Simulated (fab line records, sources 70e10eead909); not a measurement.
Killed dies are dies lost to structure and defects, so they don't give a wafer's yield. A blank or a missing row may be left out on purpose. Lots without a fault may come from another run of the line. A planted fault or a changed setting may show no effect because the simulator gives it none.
fab line records | flow nand_harc
record lots=11 wafers=33 last_day=33
route steps=1302 shown A_M0@1151 A_M1@1195 END@1302
lots that met no fault: from a run of the same line without faults
start_h: hours from the record's first day to the start of the lot's first wafer shown | wait_h: hours since the lot's step before | " the same as in the row above | L1.1+2: a row that stands for several wafers | - no value, or no start given | * or withheld: withheld | < > ~ a bound
route shown NAME@n: a module of which the file shows steps, and the number in the route of the first | usual: mean/standard deviation of fault-free wafers | same: alike in all rows | chamber/n: place in a boat | sites: the reading at each site | _std_site: their standard deviation | _edge_site: outer sites' mean less inner sites' | radius_mm: how far each site lies from the wafer's centre | mask NAME#n: copy n | behind: the tool/chamber that last shaped the wafer | hold: why the lot was held/for how many hours/how that ended | device: the transistor (n, p or np) that didn't switch | end of line: the same wafers' tests at the end of the route | a step without rows: its recipe alone | killed: dies lost to structure and defects at the first sort, not the wafer's yield | map: a wafer's dies, x killed, . not, _ none there
set.NAME: the setting as run; set.NAME@STEP: as run at that earlier step | model.NAME: the simulator's own value behind a step, which no gauge read
steps of the route over a sample of lots; a table a step, a row a wafer
services: from which hour (start_h, from the record's first day; less than 0 if before it) a tool's chamber was out of use, for how many hours, and why
## steps
# step NHARC_A_M0_ETCH_34
# recipe target_depth_a=400 overetch_a=120 time_s=43.94 ion_energy_ev=200 n2_flow_sccm=150 h2_flow_sccm=150 ar_flow_sccm=0 rf_w=400 bias_w=150 chemistry=N2/H2
# usual bias_w=150.0/0.4 drypump_motor_current_A=5.8/0.31 mfc_ar_sccm=0.004/0.0076 oes_product_au=1.001/0.015 rf_vpp_V=430.2/2 showerhead_plenum_p_Torr=2.03/0.065 throttle_valve_pct=14.172/0.009
# columns lot.wafer tool chamber start_h wait_h bias_w drypump_motor_current_A mfc_ar_sccm oes_product_au rf_hours_counter_h rf_vpp_V showerhead_plenum_p_Torr throttle_valve_pct
L257.4 rie_diel-07 3 541.54 0.1 149.1 5.4 0.010 1.008 3.0 430.0 2.06 14.178
L257.3 " 0 " " 149.3 6.3 0.006 0.985 2.7 431.7 2.09 14.164
L257.6 " 1 " " 150.4 6.0 0 0.992 - 428.3 2.02 14.181
L260.3 rie_diel-07 3 581.67 0.1 149.5 5.4 0.010 1.002 6.5 429.9 2.06 14.180
L260.1 " 1 " " 149.9 6.0 0 0.982 6.4 429.9 2.02 14.161
L260.5 " 3 " " 149.9 5.4 0.010 1.007 - 431.4 2.06 14.164
L262.2 rie_diel-03 1 599.05 0.1 149.8 6.1 0.022 0.984 6.2 430.2 2.07 14.176
L262.1 " 3 " " 149.9 5.7 0 0.995 6.2 430.5 2.04 14.180
L262.5 " 2 " " 150.3 6.2 0 0.993 - 430.2 2.05 14.169
L264.1 rie_diel-03 3 601.01 0.1 150.9 5.8 0 0.991 6.5 431.4 2.04 14.162
L264.3 " 1 " " 150.4 6.1 0.022 0.971 6.5 432.5 2.07 14.176
L264.6 " 3 " " 150.6 5.7 0 0.992 - 429.9 2.04 14.171
L263.1 rie_diel-08 0 614.16 0.1 150.1 5.9 0 1.022 3.4 426.9 1.92 14.160
L263.4 " 0 " " 149.1 5.9 0 1.009 - 426.8 1.92 14.160
L263.6 " 3 " " 150.6 5.3 0 1.005 - 426.8 1.89 14.161
L267.4 rie_diel-03 2 618.13 0.1 149.1 6.2 0 0.999 7.7 431.5 2.04 14.182
L267.3 " 3 " " 150.0 5.8 0 1.005 7.3 429.4 2.04 14.158
L267.5 " 1 " " 150.1 6.1 0.022 0.989 - 431.4 2.07 14.175
L266.1 rie_diel-03 1 629.76 0.1 150.2 6.1 0.022 0.985 7.9 431.0 2.07 14.188
L266.2 " 2 " " 150.3 6.2 0 1.006 8.9 430.7 2.04 14.190
L266.6 " 0 " " 150.1 5.5 0 1.030 - 433.2 2.12 14.168
L268.4 rie_diel-03 1 633.90 0.1 150.7 6.1 0.022 0.988 8.2 431.5 2.07 14.173
L268.5 " 2 " " 149.3 6.2 0 1.007 - 430.5 2.04 14.177
L268.6 " 3 " " 150.1 5.8 0 1.008 - 431.1 2.04 14.177
L272.4 rie_diel-03 0 678.90 0.1 149.9 5.5 0 1.027 1.9 431.4 2.12 14.169
L272.1 " 1 " " 149.5 6.1 0.022 0.974 2.0 430.5 2.07 14.173
L272.5 " 3 " " 150.7 5.8 0 1.009 - 431.2 2.04 14.179
L273.1 rie_diel-03 1 696.06 0.1 150.0 6.1 0.022 0.985 2.4 432.3 2.07 14.159
L273.3 " 2 " " 149.9 6.2 0 0.974 3.0 430.3 2.04 14.183
L273.4 " 0 " " 150.5 5.5 0 1.029 2.2 433.0 2.12 14.173
L279.1 rie_diel-07 3 733.92 0.1 150.3 5.4 0.010 0.998 4.3 430.5 2.05 14.165
L279.2 " 1 " " 149.2 6.0 0 0.989 3.2 429.3 2.02 14.168
L279.3 " 2 " " 150.0 5.6 0 1.009 4.0 431.0 2.02 14.195
# step NHARC_A_M0_INSPECT_27
# usual raw_defect_count=499/94
# columns lot.wafer tool chamber start_h wait_h raw_defect_count
L257.3 defect_inspect-01 - 543.92 0.0 445
L257.4 " - " " 570
L257.6 " - " " 499
L260.1 defect_inspect-01 - 584.24 0.0 720
L260.3 " - " " 478
L260.5 " - " " 472
L262.1 defect_inspect-02 - 601.45 0.0 682
L262.2 " - " " 609
L262.5 " - " " 700
L264.1 defect_inspect-01 - 603.47 0.0 470
L264.3 " - " " 526
L264.6 " - " " 570
L263.1 defect_inspect-01 - 616.57 0.0 444
L263.4 " - " " 481
L263.6 " - " " 552
L267.3 defect_inspect-02 - 620.51 0.0 520
L267.4 " - " " 561
L267.5 " - " " 672
L266.1 defect_inspect-02 - 632.14 0.0 439
L266.2 " - " " 535
L266.6 " - " " 492
L268.4 defect_inspect-01 - 636.32 0.0 688
L268.5 " - " " 483
L268.6 " - " " 446
L272.1 defect_inspect-02 - 681.28 0.0 334
L272.4 " - " " 567
L272.5 " - " " 375
L273.1 defect_inspect-01 - 698.55 0.0 538
L273.3 " - " " 572
L273.4 " - " " 496
L279.1 defect_inspect-02 - 736.34 0.0 436
L279.2 " - " " 556
L279.3 " - " " 539
# step NHARC_A_M1_CMP_23
# recipe t_overpolish_s=20 target_thk_nm=154.34
# usual motor_current_A=11.8/1.2 time_to_endpoint_s=28/3.2
# columns lot.wafer tool chamber start_h wait_h motor_current_A time_to_endpoint_s
L257.3 cmp-04 2 547.73 - 11.3 31
L257.4 " 3 " " 10.7 27
L257.6 " 2 " " 11.2 30
L260.3 cmp-04 1 587.79 - 12.6 30
L260.1 " 3 " " 11.6 29
L260.5 " 2 " " 11.2 33
L262.1 cmp-01 2 605.01 - 14.2 28
L262.2 " 3 " " 11.3 29
L262.5 " 1 " " 12.4 25
L264.1 cmp-01 0 607.10 - 12.7 25
L264.3 " 3 " " 11.6 27
L264.6 " 1 " " 12.6 21
L263.1 cmp-01 0 620.26 - 13.3 29
L263.4 " 1 " " 12.8 25
L263.6 " 0 " " 12.9 28
L267.3 cmp-01 1 624.06 - 12.6 25
L267.4 " 3 " " 12.0 31
L267.5 " 0 " " 12.4 27
L266.2 cmp-03 3 635.76 - 11.5 27
L266.1 " 0 " " 10.9 23
L266.6 " 2 " " 11.1 30
L268.4 cmp-04 0 640.69 - 11.5 30
L268.5 " 3 " " 11.6 29
L268.6 " 0 " " 11.5 28
L272.1 cmp-01 3 684.82 - 11.8 33
L272.4 " 1 " " 12.6 29
L272.5 " 0 " " 12.7 31
L273.1 cmp-01 2 702.24 - 14.7 31
L273.4 " 3 " " 11.1 32
L273.3 " 0 " " 13.3 28
L279.3 cmp-03 1 740.40 - 10.2 26
L279.1 " 2 " " 11.0 29
L279.2 " 3 " " 11.5 28
# step NHARC_A_M1_THK_MEAS_24
# recipe thk_meas_gauge=xrf
# usual thk_nm=153.9/1.7
# columns lot.wafer tool chamber start_h wait_h thk_nm
L257.3 film_metro-02 - 548.04 - 154.1
L257.4 " - " " 154.1
L257.6 " - " " 154.9
L260.1 film_metro-01 - 588.10 - 155.4
L260.3 " - " " 153.5
L260.5 " - " " 154.7
L262.1 film_metro-02 - 605.30 - 152.8
L262.2 " - " " 156.3
L262.5 " - " " 152.5
L264.1 film_metro-02 - 607.41 - 154.4
L264.3 " - " " 156.0
L264.6 " - " " 151.2
L263.1 film_metro-02 - 620.57 - 155.2
L263.4 " - " " 154.0
L263.6 " - " " 155.9
L267.3 film_metro-01 - 624.35 - 152.2
L267.4 " - " " 154.1
L267.5 " - " " 152.7
L266.1 film_metro-02 - 636.05 - 150.9
L266.2 " - " " 154.8
L266.6 " - " " 154.6
L268.4 film_metro-01 - 640.98 - 152.8
L268.5 " - " " 151.7
L268.6 " - " " 151.6
L272.1 film_metro-02 - 685.13 - 154.3
L272.4 " - " " 150.4
L272.5 " - " " 155.5
L273.1 film_metro-01 - 702.56 - 154.9
L273.3 " - " " 155.1
L273.4 " - " " 156.7
L279.1 film_metro-01 - 740.72 - 153.1
L279.2 " - " " 154.4
L279.3 " - " " 153.0
# step NHARC_A_M1_INSPECT_27
# usual raw_defect_count=518/120
# columns lot.wafer tool chamber start_h wait_h raw_defect_count
L257.3 defect_inspect-01 - 548.20 0.0 1003
L257.4 " - " " 971
L257.6 " - " " 575
L260.1 defect_inspect-02 - 588.27 0.0 407
L260.3 " - " " 474
L260.5 " - " " 551
L262.1 defect_inspect-02 - 605.45 0.0 499
L262.2 " - " " 517
L262.5 " - " " 420
L264.1 defect_inspect-02 - 607.57 0.0 636
L264.3 " - " " 455
L264.6 " - " " 486
L263.1 defect_inspect-02 - 620.73 0.0 381
L263.4 " - " " 460
L263.6 " - " " 321
L267.3 defect_inspect-02 - 624.50 0.0 384
L267.4 " - " " 497
L267.5 " - " " 349
L266.1 defect_inspect-02 - 636.20 0.0 544
L266.2 " - " " 443
L266.6 " - " " 428
L268.4 defect_inspect-02 - 641.14 0.0 411
L268.5 " - " " 704
L268.6 " - " " 426
L272.1 defect_inspect-01 - 685.29 0.0 2051
L272.4 " - " " 2015
L272.5 " - " " 2312
L273.1 defect_inspect-02 - 702.71 0.0 1904
L273.3 " - " " 2076
L273.4 " - " " 2102
L279.1 defect_inspect-01 - 740.88 0.0 558
L279.2 " - " " 529
L279.3 " - " " 568
# step NHARC_END_SORT_01
# recipe temp_c=25
# usual defect_limited_yield=92.4/2.2 killed_at_array=46/15 killed_at_other=1.0/1.3 killed_at_periphery=4/3 killed_dies=51/15 killed_open=3.2/1.8 killed_short=2.5/1.5 sort_bin_2_pct=2.7/1.1 sort_bin_3_pct=0.6/0.34 sort_bin_4_pct=4.3/1.3 sort_n_pass=626/15 sort_rim_yield_pct=89/4.4 sort_yield_pct=92.4/2.2
# same gross_dies=677 sort_bin_5_pct[%]=0 sort_bin_6_pct[%]=0 sort_bin_7_pct[%]=0 sort_bin_8_pct[%]=0 sort_rim_n_gross=106.00
# columns lot.wafer tool chamber start_h wait_h defect_limited_yield[%] killed_at_array killed_at_other killed_at_periphery killed_dies killed_open killed_short sort_bin_2_pct[%] sort_bin_3_pct[%] sort_bin_4_pct[%] sort_n_pass sort_rim_yield_pct[%] sort_yield_pct[%]
L257.3 prober-02 0 613.88 3.1 90.7 60 0 3 63 5 1 3.7 0.4 5.2 614 88 90.7
L257.4 prober-02 0 614.68 3.4 89.4 68 3 1 72 1 1 3.4 0.7 6.5 605 92 89.4
L257.6 prober-02 0 616.28 4.0 94.1 39 1 0 40 4 2 1.8 0.9 3.2 637 89 94.1
L260.1 prober-01 0 624.36 2.5 90.4 61 0 4 65 3 1 3.5 0.9 5.2 612 90 90.4
L260.3 prober-01 0 625.95 3.1 93.5 40 1 3 44 3 2 1.8 0.3 4.4 633 86 93.5
L260.5 prober-01 0 627.54 3.7 92.5 47 2 2 51 3 2 2.8 1.0 3.7 626 80 92.5
L262.1 prober-02 0 638.34 2.5 92.9 46 0 2 48 6 0 1.9 0.9 4.3 629 89 92.9
L262.2 prober-02 0 639.14 2.8 93.2 44 0 2 46 4 1 2.1 0.7 4.0 631 88 93.2
L262.5 prober-02 0 641.51 3.7 93.5 44 0 0 44 3 2 2.8 0.6 3.1 633 87 93.5
L267.3 prober-02 0 664.08 3.0 94.8 33 0 2 35 6 5 0.9 0.1 4.1 642 92 94.8
L267.4 prober-02 0 664.86 3.3 93.6 36 0 7 43 2 3 2.1 0.1 4.1 634 89 93.6
L267.5 prober-02 0 665.64 3.6 96.5 19 0 5 24 3 2 1.2 0.3 2.1 653 92 96.5
L266.1 prober-02 0 670.20 2.5 89.7 64 0 6 70 7 4 3.4 0.6 6.4 607 97 89.7
L266.2 prober-02 0 671.00 2.8 93.8 32 1 9 42 4 2 1.8 0.6 3.8 635 89 93.8
L266.6 prober-02 0 674.20 4.0 93.5 37 2 5 44 2 6 2.2 0.9 3.4 633 89 93.5
L268.4 prober-01 0 672.56 3.4 93.2 41 0 5 46 2 3 1.8 0.6 4.4 631 92 93.2
L268.5 prober-01 0 673.36 3.7 92.5 47 1 3 51 0 2 1.5 0.1 5.9 626 91 92.5
L268.6 prober-01 0 674.17 4.0 93.2 42 0 4 46 5 4 2.2 0.1 4.4 631 91 93.2
L272.1 prober-02 0 718.81 2.5 12.1 591 0 4 595 3 2 38.4 10.5 39.0 82 11 12.1
L272.4 prober-02 0 721.20 3.4 13.0 587 0 2 589 0 0 41.7 8.1 37.2 88 14 13.0
L272.5 prober-02 0 722.00 3.7 12.3 591 0 3 594 2 1 39.7 11.5 36.5 83 13 12.3
L273.1 prober-01 0 739.83 2.5 12.9 589 0 1 590 0 1 43.7 8.1 35.3 87 9 12.9
L273.3 prober-01 0 741.42 3.1 13.6 584 1 0 585 2 1 41.5 9.9 35.0 92 14 13.6
L273.4 prober-01 0 742.21 3.4 13.1 586 1 1 588 3 1 42.2 12.7 31.9 89 16 13.1
# killed by level:class
L257.3 A_CHANNEL_HOLE_D2:chamber_film_flake=29 A_CHANNEL_HOLE_D1:chamber_film_flake=18 A_CONTACT:chamber_film_flake=4 A_ONON_D1:geometric_particle:open=2 A_STAIRCASE:chamber_film_flake=2 A_WL_FILL:chamber_film_flake=2 P_GATE:geometric_particle:open=1 A_DECK1_JOINT:geometric_particle:open=1
L257.4 A_CHANNEL_HOLE_D1:chamber_film_flake=38 A_CHANNEL_HOLE_D2:chamber_film_flake=21 A_CONTACT:chamber_film_flake=4 THIN_TSV:chamber_film_flake=3 A_WL_FILL:geometric_particle:short=1 A_CONTACT:geometric_particle:open=1 P_M2:chamber_film_flake=1 A_DECK1_JOINT:chamber_film_flake=1
L257.6 A_CHANNEL_HOLE_D1:chamber_film_flake=16 A_CHANNEL_HOLE_D2:chamber_film_flake=11 A_CONTACT:chamber_film_flake=3 A_WL_FILL:chamber_film_flake=2 A_SOURCE_PLATE:geometric_particle:short=1 A_CHANNEL_FILL_D1:geometric_particle:open=1 A_DECK1_JOINT:geometric_particle:short=1 A_CHANNEL_FILL_D2:geometric_particle:open=1
L260.1 A_CHANNEL_HOLE_D2:chamber_film_flake=37 A_SLIT:chamber_film_flake=15 A_CONTACT:chamber_film_flake=4 P_GATE:geometric_particle:open=1 P_CONTACT:geometric_particle:short=1 A_CHANNEL_FILL_D1:geometric_particle:open=1 A_M0:geometric_particle:open=1 P_ZERO_WELL:chamber_film_flake=1
L260.3 A_CHANNEL_HOLE_D2:chamber_film_flake=17 A_SLIT:chamber_film_flake=15 A_WL_FILL:chamber_film_flake=2 P_CONTACT:geometric_particle:open=1 P_M0:geometric_particle:open=1 A_CHANNEL_FILL_D1:geometric_particle:short=1 A_ONON_D2:geometric_particle:open=1 A_M0:geometric_particle:short=1
L260.5 A_SLIT:chamber_film_flake=20 A_CHANNEL_HOLE_D2:chamber_film_flake=16 THIN_TSV:chamber_film_flake=2 P_M0:geometric_particle:short=1 A_ONON_D2:geometric_particle:open=1 A_ONON_D2:geometric_particle:short=1 A_CHANNEL_FILL_D2:geometric_particle:open=1 A_M0:geometric_particle:open=1
L262.1 A_SLIT:chamber_film_flake=19 A_CHANNEL_HOLE_D2:chamber_film_flake=9 A_CONTACT:chamber_film_flake=6 A_CHANNEL_HOLE_D1:chamber_film_flake=2 A_CHANNEL_FILL_D2:chamber_film_flake=2 P_M1:geometric_particle:open=1 A_CHANNEL_HOLE_D1:geometric_particle:open=1 A_CHANNEL_FILL_D1:geometric_particle:open=1
L262.2 A_SLIT:chamber_film_flake=20 A_CHANNEL_HOLE_D2:chamber_film_flake=9 A_CONTACT:chamber_film_flake=5 A_DECK1_JOINT:geometric_particle:open=2 A_CHANNEL_HOLE_D1:chamber_film_flake=2 A_CHANNEL_FILL_D1:chamber_film_flake=2 A_CHANNEL_FILL_D2:chamber_film_flake=2 P_M0:geometric_particle:open=1
L262.5 A_SLIT:chamber_film_flake=19 A_CHANNEL_HOLE_D2:chamber_film_flake=8 A_CHANNEL_HOLE_D1:chamber_film_flake=4 A_CONTACT:chamber_film_flake=4 A_M0:geometric_particle:open=2 A_CHANNEL_FILL_D2:chamber_film_flake=2 A_CHANNEL_FILL_D1:geometric_particle:short=1 A_CHANNEL_HOLE_D2:geometric_particle:short=1
L267.3 A_CHANNEL_HOLE_D2:chamber_film_flake=11 A_CHANNEL_HOLE_D1:chamber_film_flake=5 A_SLIT:chamber_film_flake=5 A_BLC:geometric_particle:open=3 P_M0:geometric_particle:short=1 A_ONON_D1:geometric_particle:open=1 A_CHANNEL_HOLE_D1:geometric_particle:short=1 A_DECK1_JOINT:geometric_particle:short=1
L267.4 A_CHANNEL_HOLE_D2:chamber_film_flake=13 P_GATE:chamber_film_flake=5 A_SLIT:chamber_film_flake=5 A_CHANNEL_HOLE_D1:chamber_film_flake=4 A_STAIRCASE:chamber_film_flake=4 A_ZERO_WELL:chamber_film_flake=2 A_CONTACT:chamber_film_flake=2 P_M1:geometric_particle:short=1
L267.5 A_CHANNEL_HOLE_D2:chamber_film_flake=11 A_CHANNEL_HOLE_D1:chamber_film_flake=5 A_ONON_D2:geometric_particle:open=2 P_GATE:chamber_film_flake=2 P_CONTACT:geometric_particle:open=1 P_CONTACT:geometric_particle:short=1 P_M0:geometric_particle:short=1 A_CONTACT:chamber_film_flake=1
L266.1 A_CHANNEL_HOLE_D1:chamber_film_flake=41 A_SLIT:chamber_film_flake=5 P_BONDPAD:chamber_film_flake=3 A_CONTACT:chamber_film_flake=3 A_WL_FILL:geometric_particle:short=2 A_CHANNEL_FILL_D2:chamber_film_flake=2 P_GATE:geometric_particle:open=1 P_M0:geometric_particle:open=1
L266.2 A_CHANNEL_HOLE_D1:chamber_film_flake=16 A_CONTACT:chamber_film_flake=4 P_STI:chamber_film_flake=3 P_BONDPAD:chamber_film_flake=3 A_SLIT:chamber_film_flake=3 A_CHANNEL_HOLE_D2:chamber_film_flake=2 P_GATE:geometric_particle:open=1 A_DECK1_JOINT:geometric_particle:open=1
L268.4 A_CHANNEL_HOLE_D2:chamber_film_flake=13 A_CONTACT:chamber_film_flake=7 A_CHANNEL_FILL_D2:chamber_film_flake=6 A_CHANNEL_HOLE_D1:chamber_film_flake=5 A_STAIRCASE:chamber_film_flake=4 P_GATE:chamber_film_flake=3 A_WL_FILL:geometric_particle:open=2 A_ONON_D1:geometric_particle:short=1
L268.5 A_CHANNEL_HOLE_D2:chamber_film_flake=10 A_CONTACT:chamber_film_flake=9 A_CHANNEL_HOLE_D1:chamber_film_flake=7 A_CHANNEL_FILL_D2:chamber_film_flake=6 A_STAIRCASE:chamber_film_flake=6 A_SLIT:chamber_film_flake=3 A_WL_FILL:chamber_film_flake=3 A_CHANNEL_HOLE_D1:geometric_particle:short=1
L268.6 A_CHANNEL_HOLE_D2:chamber_film_flake=11 A_CHANNEL_FILL_D2:chamber_film_flake=7 A_CHANNEL_HOLE_D1:chamber_film_flake=6 A_STAIRCASE:chamber_film_flake=4 A_SLIT:chamber_film_flake=3 A_CONTACT:chamber_film_flake=3 P_CONTACT:geometric_particle:open=2 A_WL_FILL:geometric_particle:short=2
L266.6 A_CHANNEL_HOLE_D1:chamber_film_flake=18 A_CONTACT:chamber_film_flake=5 A_ONON_D1:geometric_particle:short=2 A_ONON_D2:geometric_particle:short=2 A_CHANNEL_FILL_D1:chamber_film_flake=2 A_CHANNEL_FILL_D2:chamber_film_flake=2 A_SLIT:chamber_film_flake=2 THIN_TSV:chamber_film_flake=2
L272.1 A_M1:unspecified=572 A_SLIT:chamber_film_flake=5 P_M2:chamber_film_flake=4 A_CHANNEL_HOLE_D1:chamber_film_flake=4 A_CONTACT:chamber_film_flake=2 A_BLC:chamber_film_flake=2 A_ONON_D1:geometric_particle:short=1 A_ONON_D1:geometric_particle:open=1
L272.4 A_M1:unspecified=571 A_CHANNEL_HOLE_D1:chamber_film_flake=6 A_SLIT:chamber_film_flake=3 A_CONTACT:chamber_film_flake=3 P_CONTACT:chamber_film_flake=2 A_BLC:chamber_film_flake=2 A_DECK1_JOINT:chamber_film_flake=1 A_CHANNEL_FILL_D2:chamber_film_flake=1
L272.5 A_M1:unspecified=576 A_CHANNEL_HOLE_D1:chamber_film_flake=4 A_CONTACT:chamber_film_flake=3 P_CONTACT:chamber_film_flake=2 A_SLIT:chamber_film_flake=2 A_CHANNEL_FILL_D1:geometric_particle:open=1 A_ONON_D2:geometric_particle:short=1 A_SGD_CUT:geometric_particle:open=1
L273.1 A_M1:unspecified=555 A_CHANNEL_HOLE_D1:chamber_film_flake=15 A_CHANNEL_HOLE_D2:chamber_film_flake=8 A_SLIT:chamber_film_flake=7 A_STAIRCASE:chamber_film_flake=2 A_CONTACT:chamber_film_flake=2 P_M0:geometric_particle:short=1
L273.3 A_M1:unspecified=542 A_CHANNEL_HOLE_D1:chamber_film_flake=17 A_SLIT:chamber_film_flake=13 A_CHANNEL_HOLE_D2:chamber_film_flake=4 A_CHANNEL_FILL_D2:chamber_film_flake=2 A_CONTACT:chamber_film_flake=2 A_CHANNEL_HOLE_D1:geometric_particle:short=1 A_CHANNEL_HOLE_D1:geometric_particle:open=1
L273.4 A_M1:unspecified=547 A_CHANNEL_HOLE_D1:chamber_film_flake=14 A_SLIT:chamber_film_flake=10 A_CHANNEL_HOLE_D2:chamber_film_flake=6 A_CONTACT:chamber_film_flake=4 A_SOURCE_PLATE:geometric_particle:open=1 A_ONON_D1:geometric_particle:short=1 A_CHANNEL_FILL_D1:geometric_particle:open=1
## services
# columns tool chamber start_h hours kind
cmp-04 - 552.14 1.0 repair
cmp-03 - 552.90 2.2 repair
rie_diel-03 0 554.79 49.0 repair
rie_diel-07 0 561.07 2.4 repair
rie_diel-07 - 575.60 2.2 repair
cmp-01 - 577.52 4.0 pm
cmp-01 - 593.63 1.6 repair
cmp-04 - 594.15 0.4 repair
cmp-04 - 601.18 4.0 pm
cmp-04 - 631.13 0.6 repair
rie_diel-03 - 635.35 9.0 pm
cmp-03 - 645.49 1.9 repair
rie_diel-07 1 646.45 7.2 repair
rie_diel-07 - 648.20 9.0 pm
cmp-04 - 662.74 1.7 repair
cmp-01 - 675.52 4.0 pm
cmp-04 - 689.11 5.1 repair
cmp-04 - 699.26 4.0 pm
cmp-01 - 719.46 2.3 repair
cmp-04 - 721.14 0.9 repair
cmp-01 - 723.82 0.3 repair
rie_diel-07 0 727.23 15.4 repair
cmp-04 - 728.27 12.9 repair
rie_diel-03 1 736.83 8.9 repair
## key
first_sign step=NHARC_A_M1_INSPECT_27 reading=raw_defect_count direction=up sigmas=13 usual=518 struck=2077
effect step=NHARC_END_SORT_01 reading=killed_at_array direction=up sigmas=37 usual=46 struck=588
more_kills_born_at NHARC_A_M1_CMP_23@cmp-01=3363
met_at NHARC_A_M1_CMP_23
struck_lots L272,L273
not_acting_at NHARC_A_M0_ETCH_34,NHARC_A_M0_INSPECT_27,NHARC_A_M1_THK_MEAS_24
onset_between 624.06 684.82
fault kind=chamber_particle_source tool=cmp-01 chamber=- onset_h=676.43 steps=NHARC_A_M1_CMP_23 rate_per_visit_cm2=2.1233 end_h=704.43
